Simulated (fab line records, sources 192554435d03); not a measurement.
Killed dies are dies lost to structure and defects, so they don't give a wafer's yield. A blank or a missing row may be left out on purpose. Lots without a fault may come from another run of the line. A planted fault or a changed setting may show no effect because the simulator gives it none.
fab line records | flow n5_finfet
record lots=7 wafers=19 last_day=18
route steps=1938 shown BEOL_M2@852 BEOL_M4@1111
lots that met no fault: from a run of the same line without faults
start_h: hours from the record's first day to the start of the lot's first wafer shown | wait_h: hours since the lot's step before | " the same as in the row above | L1.1+2: a row that stands for several wafers | - no value, or no start given | * or withheld: withheld | < > ~ a bound
route shown NAME@n: a module of which the file shows steps, and the number in the route of the first | usual: mean/standard deviation of fault-free wafers | same: alike in all rows | chamber/n: place in a boat | sites: the reading at each site | _std_site: their standard deviation | _edge_site: outer sites' mean less inner sites' | radius_mm: how far each site lies from the wafer's centre | mask NAME#n: copy n | behind: the tool/chamber that last shaped the wafer | hold: why the lot was held/for how many hours/how that ended | device: the transistor (n, p or np) that didn't switch | end of line: the same wafers' tests at the end of the route | a step without rows: its recipe alone | killed: dies lost to structure and defects at the first sort, not the wafer's yield | map: a wafer's dies, x killed, . not, _ none there
set.NAME: the setting as run; set.NAME@STEP: as run at that earlier step | model.NAME: the simulator's own value behind a step, which no gauge read
lots at some steps of the route; a table a step, a row a wafer
services: from which hour (start_h, from the record's first day; less than 0 if before it) a tool's chamber was out of use, for how many hours, and why
## steps
# step N5_BEOL_M2_PEB_09
# recipe peb_temp_c=100 peb_time_s=60 resist=CAR-EUV
# step N5_BEOL_M2_DEVELOP_10
# recipe develop_time_s=30 developer=TMAH resist=CAR-EUV rinse_liquid=surfactant_rinse dry=air_spin dev_temp_c=23
# step N5_BEOL_M2_CD_MEAS_11
# recipe target_cd_nm=16.79 landing_energy_ev=500 detector=se_inlens polarity=opening
# usual cd_nm=16.76/0.24
# columns lot.wafer tool chamber start_h wait_h cd_nm
L106.1 cd_sem-02 0 137.76 - 16.97
L106.3 " 0 " " 16.96
L106.6 " 0 " " 16.85
L107.2 cd_sem-03 0 145.07 - 16.71
L107.5 " 0 " " 16.54
L107.6 " 0 " " 16.89
L110.2 cd_sem-02 0 158.21 - 16.42
L110.4 " 0 " " 16.62
L110.6 " 0 " " 16.97
L111.1 cd_sem-02 0 163.95 - 16.73
L111.6 " 0 " " 16.54
L112.4 cd_sem-02 0 175.64 - 16.79
L112.6 " 0 " " 16.72
L126.2 cd_sem-03 0 272.04 - 16.97
L126.5 " 0 " " 16.47
L126.6 " 0 " " 16.75
L128.2 cd_sem-02 0 274.24 - 16.77
L128.3 " 0 " " 16.69
L128.6 " 0 " " 17.19
# step N5_BEOL_M2_OVL_MEAS_12
# recipe points_per_wafer=522
# usual M2_OVL=0.1/0.65
# columns lot.wafer tool chamber start_h wait_h M2_OVL[nm]
L106.1 overlay-01 0 137.79 0.0 0.9
L106.3 " 0 " " 0.6
L106.6 " 0 " " 0.6
L107.2 overlay-01 0 145.10 0.0 -0.2
L107.5 " 0 " " 0.0
L107.6 " 0 " " -0.7
L110.2 overlay-01 0 158.24 0.0 -0.6
L110.4 " 0 " " -0.6
L110.6 " 0 " " 0.2
L111.1 overlay-01 0 163.98 0.0 0.6
L111.6 " 0 " " 0.0
L112.4 overlay-01 0 175.69 0.0 1.4
L112.6 " 0 " " 1.8
L126.2 overlay-02 0 272.08 0.0 0.6
L126.5 " 0 " " -0.4
L126.6 " 0 " " -0.1
L128.2 overlay-02 0 274.28 0.0 0.6
L128.3 " 0 " " 0.5
L128.6 " 0 " " 0.8
# step N5_BEOL_M2_INSPECT_13
# recipe mode=adi inspect_instrument=brightfield
# usual raw_defect_count=397/79
# columns lot.wafer tool chamber start_h wait_h raw_defect_count
L106.1 defect_inspect-02 - 137.84 0.1 555
L106.3 " - " " 387
L106.6 " - " " 416
L107.2 defect_inspect-02 - 145.15 0.0 397
L107.5 " - " " 364
L107.6 " - " " 637
L110.2 defect_inspect-02 - 158.29 0.0 556
L110.4 " - " " 381
L110.6 " - " " 399
L111.1 defect_inspect-02 - 164.03 0.1 325
L111.6 " - " " 411
L112.4 defect_inspect-01 - 175.73 0.0 365
L112.6 " - " " 346
L126.2 defect_inspect-01 - 272.13 0.0 287
L126.5 " - " " 264
L126.6 " - " " 335
L128.2 defect_inspect-02 - 274.33 0.0 504
L128.3 " - " " 590
L128.6 " - " " 417
# step N5_BEOL_M2_DESCUM_16
# recipe chemistry=O2 time_s=7 source_power_w=50 bias_power_w=20 pressure_mtorr=20 rf_frequency_hz=2.712e+07 temp_c=40 resist=CAR-EUV o2_flow_sccm=225
# usual drypump_motor_current_A=5.7/0.42 oes_product_au=0.77/0.069 rf_vpp_V=243.5/1.1 showerhead_plenum_p_Torr=2.12/0.054 throttle_valve_pct=20.40/0.21
# columns lot.wafer tool chamber start_h wait_h drypump_motor_current_A oes_product_au rf_hours_counter_h rf_vpp_V showerhead_plenum_p_Torr throttle_valve_pct
L106.1 rie_diel-03 1 137.88 0.0 5.4 0.77 125 243.8 2.10 20.13
L106.3 " 2 " " 5.2 0.78 153 241.8 2.09 20.20
L106.6 " 3 " " 5.9 0.68 - 244.1 2.18 20.56
L107.2 rie_diel-03 0 145.26 0.1 5.3 0.81 93 243.3 2.21 20.19
L107.5 " 3 " " 5.9 0.68 - 243.4 2.17 20.54
L107.6 " 0 " " 5.3 0.81 - 244.8 2.21 20.19
L110.2 rie_diel-04 3 158.50 0.2 5.9 0.71 200 244.0 2.17 20.43
L110.4 " 2 " " 6.1 0.70 233 243.2 2.08 20.36
L110.6 " 2 " " 6.1 0.69 - 242.7 2.08 20.36
L111.1 rie_diel-04 3 164.07 0.0 5.9 0.72 202 243.4 2.17 20.44
L111.6 " 3 " " 5.9 0.72 - 242.8 2.17 20.44
L112.4 rie_diel-03 1 175.76 0.0 5.4 0.76 139 242.9 2.09 20.16
L112.6 " 1 " " 5.4 0.76 - 242.7 2.09 20.15
L126.2 rie_diel-01 2 272.47 0.3 4.8 0.70 217 241.0 1.99 20.70
L126.5 " 2 " " 4.8 0.70 - 241.8 2.00 20.68
L126.6 " 0 " " 5.8 0.74 - 242.4 2.09 20.46
L128.2 rie_diel-03 2 274.77 0.4 5.2 0.74 199 242.6 2.07 20.29
L128.3 " 1 " " 5.4 0.73 170 243.1 2.08 20.19
L128.6 " 2 " " 5.2 0.74 - 242.6 2.07 20.27
# step N5_BEOL_M2_ETCH_74
# recipe chemistry=N2/H2 target=underlayer target_depth_a=65 mask_material=CAR-EUV time_s=5.2 ion_energy_ev=200 pressure_mtorr=30 source_w=840 bias_w=150 n2_flow_sccm=200 h2_flow_sccm=200 ends=cleared
# usual drypump_motor_current_A=5.7/0.42 etch_rf_on_time_s=5.20/0.1 oes_product_au=0.65/0.058 rf_vpp_V=524.6/2.2 showerhead_plenum_p_Torr=2.57/0.063 throttle_valve_pct=17.76/0.2
# columns lot.wafer tool chamber start_h wait_h drypump_motor_current_A etch_rf_on_time_s oes_product_au rf_hours_counter_h rf_vpp_V showerhead_plenum_p_Torr throttle_valve_pct
L106.1 rie_diel-03 1 137.91 0.0 5.4 5.37 0.65 125 523.2 2.56 17.65
L106.3 " 2 " " 5.2 5.25 0.67 153 524.8 2.53 17.58
L106.6 " 3 " " 5.9 5.26 0.57 - 526.1 2.62 17.93
L107.2 rie_diel-03 0 145.29 0.0 5.3 5.21 0.69 93 528.9 2.67 17.48
L107.5 " 3 " " 6.0 5.20 0.57 - 523.8 2.61 17.92
L107.6 " 0 " " 5.3 5.21 0.68 - 526.8 2.66 17.49
L110.2 rie_diel-04 3 158.54 0.0 5.9 5.20 0.61 200 527.1 2.62 17.77
L110.4 " 2 " " 6.1 5.22 0.60 233 524.1 2.51 17.63
L110.6 " 2 " " 6.1 5.22 0.59 - 524.6 2.51 17.65
L111.1 rie_diel-04 3 164.10 0.0 5.9 5.19 0.62 202 525.1 2.61 17.76
L111.6 " 3 " " 5.9 5.17 0.62 - 525.0 2.61 17.78
L112.4 rie_diel-03 1 175.80 0.0 5.4 5.38 0.64 139 525.7 2.56 17.66
L112.6 " 1 " " 5.4 5.37 0.64 - 523.3 2.56 17.67
L126.2 rie_diel-01 2 272.51 0.0 4.8 5.20 0.59 217 520.7 2.42 18.09
L126.5 " 2 " " 4.8 5.23 0.59 - 520.8 2.42 18.13
L126.6 " 0 " " 5.8 5.38 0.61 - 522.9 2.51 17.80
L128.2 rie_diel-03 2 274.80 0.0 5.2 5.16 0.63 199 522.9 2.51 17.67
L128.3 " 1 " " 5.4 5.43 0.61 170 526.1 2.54 17.72
L128.6 " 2 " " 5.2 5.09 0.64 - 523.3 2.51 17.66
# step N5_BEOL_M2_ETCH_63
# recipe chemistry=CF4 target=SiARC target_depth_a=156 mask_material=CAR-EUV time_s=26 ion_energy_ev=80 pressure_mtorr=40 source_w=545 bias_w=36 Ar_flow_sccm=100 cf4_flow_sccm=100 ends=cleared
# usual drypump_motor_current_A=5.7/0.42 etch_rf_on_time_s=26.0/0.47 oes_product_au=0.66/0.058 rf_vpp_V=184.4/1.1 showerhead_plenum_p_Torr=2.16/0.052 throttle_valve_pct=15.56/0.17
# columns lot.wafer tool chamber start_h wait_h drypump_motor_current_A etch_rf_on_time_s oes_product_au rf_hours_counter_h rf_vpp_V showerhead_plenum_p_Torr throttle_valve_pct
L106.1 rie_diel-03 1 137.93 0.0 5.4 26.3 0.66 125 183.7 2.15 15.36
L106.3 " 2 " " 5.2 25.3 0.67 153 185.6 2.14 15.46
L106.6 " 3 " " 5.9 25.9 0.59 - 184.3 2.21 15.72
L107.2 rie_diel-03 0 145.31 0.0 5.3 26.0 0.70 93 186.2 2.24 15.31
L107.5 " 3 " " 5.9 25.7 0.59 - 184.1 2.21 15.72
L107.6 " 0 " " 5.3 25.9 0.70 - 184.7 2.24 15.32
L110.2 rie_diel-04 3 158.55 0.0 5.9 26.4 0.62 200 184.8 2.20 15.61
L110.4 " 2 " " 6.1 26.3 0.60 233 184.3 2.11 15.57
L110.6 " 2 " " 6.1 26.2 0.60 - 183.2 2.11 15.58
L111.1 rie_diel-04 3 164.12 0.0 5.9 26.0 0.62 202 184.5 2.20 15.62
L111.6 " 3 " " 6.0 26.0 0.62 - 185.7 2.20 15.61
L112.4 rie_diel-03 1 175.81 0.0 5.4 26.4 0.65 139 184.1 2.14 15.39
L112.6 " 1 " " 5.4 26.5 0.65 - 183.7 2.14 15.40
L126.2 rie_diel-01 2 272.52 0.0 4.8 26.1 0.59 217 181.3 2.04 15.79
L126.5 " 2 " " 4.8 26.1 0.59 - 183.3 2.04 15.80
L126.6 " 0 " " 5.8 26.3 0.61 - 184.2 2.12 15.57
L128.2 rie_diel-03 2 274.82 0.0 5.2 25.8 0.64 199 184.1 2.13 15.57
L128.3 " 1 " " 5.4 26.8 0.62 170 184.4 2.13 15.45
L128.6 " 2 " " 5.2 25.8 0.63 - 183.2 2.13 15.58
# step N5_BEOL_M2_ETCH_64
# recipe chemistry=N2/H2 target=SOC target_depth_a=750 overetch_a=225 mask_material=SiARC temp_c=40 time_s=121.9 ion_energy_ev=200 pressure_mtorr=30 source_w=840 bias_w=150 n2_flow_sccm=200 h2_flow_sccm=200
# usual drypump_motor_current_A=5.7/0.42 oes_product_au=0.58/0.049 rf_vpp_V=524.7/2 showerhead_plenum_p_Torr=2.57/0.063 throttle_valve_pct=17.71/0.2
# columns lot.wafer tool chamber start_h wait_h drypump_motor_current_A oes_product_au rf_hours_counter_h rf_vpp_V showerhead_plenum_p_Torr throttle_valve_pct
L106.1 rie_diel-03 1 137.96 0.0 5.4 0.59 125 524.6 2.56 17.61
L106.3 " 2 " " 5.2 0.59 153 523.5 2.53 17.54
L106.6 " 3 " " 5.9 0.51 - 524.0 2.61 17.86
L107.2 rie_diel-03 0 145.34 0.0 5.3 0.62 93 527.6 2.66 17.42
L107.5 " 3 " " 5.9 0.51 - 525.6 2.61 17.88
L107.6 " 0 " " 5.3 0.62 - 527.1 2.66 17.42
L110.2 rie_diel-04 3 158.58 0.0 6.0 0.55 200 528.0 2.62 17.73
L110.4 " 2 " " 6.1 0.53 233 523.7 2.51 17.62
L110.6 " 2 " " 6.1 0.53 - 522.1 2.51 17.62
L111.1 rie_diel-04 3 164.15 0.0 6.0 0.55 202 527.3 2.62 17.75
L111.6 " 3 " " 5.9 0.55 - 526.4 2.61 17.73
L112.4 rie_diel-03 1 175.84 0.0 5.4 0.59 139 523.9 2.56 17.62
L112.6 " 1 " " 5.4 0.58 - 523.7 2.56 17.63
L126.2 rie_diel-01 2 272.55 0.0 4.8 0.53 217 521.6 2.42 18.05
L126.5 " 2 " " 4.8 0.53 - 520.7 2.42 18.06
L126.6 " 0 " " 5.8 0.55 - 522.4 2.51 17.76
L128.2 rie_diel-03 2 274.85 0.0 5.2 0.56 199 522.2 2.51 17.62
L128.3 " 1 " " 5.4 0.56 170 524.7 2.54 17.70
L128.6 " 2 " " 5.2 0.56 - 524.5 2.51 17.60
# step N5_BEOL_M2_STRIP_65
# recipe chemistry=N2/H2 temp_c=40 n2_flow_sccm=200 h2_flow_sccm=200 rf_frequency_hz=6e+07
# step N5_BEOL_M2_STRIP_75
# recipe chemistry=N2/H2 temp_c=40 n2_flow_sccm=200 h2_flow_sccm=200 rf_frequency_hz=6e+07
# step N5_BEOL_M2_STRIP_66
# recipe chemistry=CF4 resist=SiARC power_w=300 bias_power_w=75 pressure_mtorr=50 cf4_flow_sccm=150 rf_frequency_hz=6e+07
# step N5_BEOL_M2_HM_OPEN_17
# recipe chemistry=Cl2/BCl3 target_depth_a=200 overetch_a=60 target=TiN mask_material=SOC ion_energy_ev=150 pressure_mtorr=10 icp_w=1000 bias_w=126 Cl2_flow_sccm=53.25 bcl3_flow_sccm=21.75 Ar_flow_sccm=25
# usual drypump_motor_current_A=5.8/0.42 he_backside_leak_sccm=3.41/0.3 oes_product_au=0.73/0.054 throttle_valve_pct=22.20/0.16
# columns lot.wafer tool chamber start_h wait_h drypump_motor_current_A he_backside_leak_sccm oes_product_au rf_hours_counter_h throttle_valve_pct model.SOC_of_BEOL_M2_COAT_61.thk_nm model.BEOL_M2.cd_offset_nm
L106.1 rie_metal-01 1 138.13 0.0 6.1 3.21 0.67 35 22.14 51.8 0
L106.3 " 1 " " 6.1 3.25 0.66 - 22.15 51.6 0.2
L106.6 " 1 " " 6.1 3.08 0.66 - 22.11 51.6 -0.2
L107.2 rie_metal-02 0 145.52 0.0 6.1 3.38 0.77 8 22.28 52.4 -0.2
L107.5 " 1 " " 6.2 3.44 0.78 - 22.45 52.2 -0.2
L107.6 " 0 " " 6.1 3.41 0.77 - 22.27 52.4 0
L110.2 rie_metal-01 0 158.76 0.0 5.3 3.29 0.83 2 22.09 49.2 0.6
L110.4 " 0 " " 5.3 3.48 0.82 - 22.12 52 0.6
L110.6 " 0 " " 5.3 3.43 0.81 - 22.11 49 0.8
L111.1 rie_metal-01 1 164.32 0.0 6.1 3.12 0.66 39 22.14 51.8 0.2
L111.6 " 0 " " 5.3 3.50 0.82 - 22.10 49.4 0.8
L112.4 rie_metal-01 0 176.05 0.1 5.3 3.41 0.81 - 22.12 52 0
L112.6 " 0 " " 5.3 3.45 0.81 - 22.13 49.4 0.2
L126.2 rie_metal-03 0 272.72 0.0 5.4 3.09 0.74 17 21.86 52.2 0.4
L126.5 " 0 " " 5.5 3.27 0.73 - 21.87 52.4 0
L126.6 " 1 " " 4.9 3.40 0.74 - 22.11 51.8 -0.2
L128.2 rie_metal-03 1 275.02 0.0 4.9 3.53 0.74 13 22.11 51.8 0.2
L128.3 " 0 " " 5.4 3.49 0.72 - 21.87 52.2 0.2
L128.6 " 1 " " 5.0 3.48 0.73 - 22.12 51.8 0
# step N5_BEOL_M2_STRIP_19
# recipe chemistry=O2 power_w=400 temp_c=40 pressure_mtorr=30 rf_frequency_hz=6e+07 bias_power_w=0 overash_fraction=0.2 o2_flow_sccm=225
# usual drypump_motor_current_A=5.7/0.42 oes_product_au=0.77/0.074 rf_vpp_V=3.6/0.5 showerhead_plenum_p_Torr=2.12/0.053 throttle_valve_pct=16.69/0.22
# columns lot.wafer tool chamber start_h wait_h drypump_motor_current_A oes_product_au rf_hours_counter_h rf_vpp_V showerhead_plenum_p_Torr throttle_valve_pct
L106.1 rie_diel-04 0 138.41 0.2 6.1 0.75 157 3.4 2.11 16.97
L106.3 " 3 " " 5.9 0.72 192 4.7 2.18 16.69
L106.6 " 0 " " 6.1 0.76 - 3.0 2.11 16.97
L107.2 rie_diel-01 3 145.63 0.1 6.1 0.86 31 3.2 2.21 16.35
L107.5 " 0 " " 5.8 0.78 - 4.3 2.11 16.62
L107.6 " 3 " " 6.2 0.86 - 4.0 2.21 16.35
L110.2 rie_diel-01 2 158.87 0.1 4.8 0.73 172 3.4 2.01 16.80
L110.4 " 1 " " 5.1 0.70 232 3.2 2.18 16.79
L110.6 " 2 " " 4.8 0.72 - 4.2 2.01 16.83
L111.1 rie_diel-03 3 164.43 0.1 5.9 0.67 245 3.4 2.18 16.82
L111.6 " 1 " " 5.4 0.76 - 2.9 2.10 16.42
L112.4 rie_diel-04 2 176.13 0.1 6.1 0.69 239 3.9 2.08 16.69
L112.6 " 3 " " 6.0 0.70 - 3.9 2.17 16.72
L126.2 rie_diel-04 1 273.02 0.3 6.0 0.81 74 3.9 2.12 16.80
L126.5 " 1 " " 6.0 0.81 - 3.2 2.12 16.81
L126.6 " 2 " " 6.1 0.93 - 3.0 2.07 16.26
L128.2 rie_diel-01 2 275.16 0.1 4.8 0.69 219 5.4 2.00 16.89
L128.3 " 3 " " 6.1 0.80 71 3.0 2.19 16.42
L128.6 " 0 " " 5.8 0.74 - 4.4 2.09 16.72
# step N5_BEOL_M4_RC_MEAS_101
# usual DIBL_N=36.2/1.7 DIBL_P=36.2/2.2 IOFF_N=0.16/0.035 IOFF_P=0.21/0.042 ION_N=673/13 ION_P=462/7.9 SS_N=71.4/0.59 SS_P=73.2/0.7 VT_N=250/3.6 VT_P=-251/3.5
# columns lot.wafer tool chamber start_h wait_h DIBL_N[mV/V] DIBL_P[mV/V] IOFF_N[nA/um] IOFF_P[nA/um] ION_N[uA/um] ION_P[uA/um] SS_N[mV/dec] SS_P[mV/dec] VT_N[mV] VT_P[mV]
L106.1 prober-01 0 167.06 0.0 37.0 38.0 0.16 0.21 678 460 72.1 73.3 249 -251
L106.3 " 0 " " 36.5 37.9 0.16 0.22 684 464 71.8 73.3 245 -250
L106.6 " 0 " " 37.1 38.4 0.18 0.22 682 462 71.1 72.3 248 -251
L107.2 prober-01 0 173.64 0.2 34.1 35.7 0.13 0.20 661 463 71.9 73.1 253 -252
L107.5 " 0 " " 35.0 36.5 0.15 0.22 676 473 71.0 73.6 251 -249
L107.6 " 0 " " 35.7 37.8 0.17 0.24 680 468 71.6 73.5 248 -247
L110.2 prober-01 0 188.80 0.2 39.6 38.3 0.23 0.27 694 476 72.3 74.5 244 -246
L110.4 " 0 " " 35.0 34.4 0.12 0.20 647 460 71.2 72.3 253 -250
L110.6 " 0 " " 39.2 39.1 0.21 0.30 688 468 72.3 74.3 246 -245
L111.1 prober-01 0 196.32 0.0 35.6 38.0 0.17 0.21 681 456 71.0 72.9 252 -250
L111.6 " 0 " " 35.0 36.2 0.15 0.19 660 452 71.3 73.7 249 -252
L112.4 prober-02 0 211.93 0.5 36.2 35.2 0.16 0.20 682 466 71.2 73.1 248 -249
L112.6 " 0 " " 38.4 38.7 0.21 0.27 691 475 71.8 74.0 246 -247
L126.2 prober-01 0 302.35 0.2 37.6 36.4 0.15 0.23 666 464 71.0 72.8 252 -248
L126.5 " 0 " " 36.7 34.8 0.15 0.21 678 466 71.3 72.7 248 -251
L126.6 " 0 " " 36.3 34.9 0.13 0.20 673 466 71.0 73.6 252 -249
L128.2 prober-01 0 305.94 0.2 34.3 34.9 0.13 0.15 668 447 70.6 72.8 256 -258
L128.3 " 0 " " 37.6 38.2 0.20 0.19 685 456 72.2 74.1 248 -254
L128.6 " 0 " " 36.9 38.7 0.19 0.20 686 454 72.1 73.7 247 -256
## services
# columns tool chamber start_h hours kind
rie_metal-01 0 118.70 - clean
rie_metal-01 0 118.70 27.3 scheduled_down
rie_metal-01 0 118.70 27.3 vent_cycle
rie_metal-03 1 120.10 - clean
rie_metal-03 1 120.10 23.6 scheduled_down
rie_diel-03 - 150.21 4.3 pm
rie_diel-04 1 161.52 5.3 repair
rie_diel-03 3 180.27 - clean
rie_diel-03 3 180.27 - consumable_replace:focus_ring
rie_diel-03 3 180.27 28.1 scheduled_down
rie_diel-03 3 180.27 28.1 vent_cycle
rie_metal-03 - 186.42 2.8 pm
rie_metal-01 - 189.92 0.2 repair
rie_diel-01 3 191.98 14.3 repair
rie_diel-04 2 210.28 - clean
rie_diel-04 2 210.28 - consumable_replace:focus_ring
rie_diel-04 2 210.28 22.0 scheduled_down
rie_diel-04 2 210.28 22.0 vent_cycle
rie_diel-03 - 211.67 1.7 repair
rie_metal-02 1 238.10 16.0 repair
rie_diel-01 1 257.44 - clean
rie_diel-01 1 257.44 - consumable_replace:focus_ring
rie_diel-01 1 257.44 24.3 scheduled_down
rie_diel-01 1 257.44 24.3 vent_cycle
## key
first_sign none at tools or gauges
model_effect step=N5_BEOL_M2_HM_OPEN_17 value=SOC_of_BEOL_M2_COAT_61.thk_nm without=52 struck=49.25
met_at N5_BEOL_M2_HM_OPEN_17
struck_wafers L110.2,L110.6,L111.6,L112.6
onset_between 138.13 158.76
fault kind=process_parameter_drift tool=rie_metal-01 chamber=- onset_h=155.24 steps=N5_BEOL_M2_HM_OPEN_17 channel=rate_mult offset=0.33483 shape=step end_h=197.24 scope=struck_wafers_only
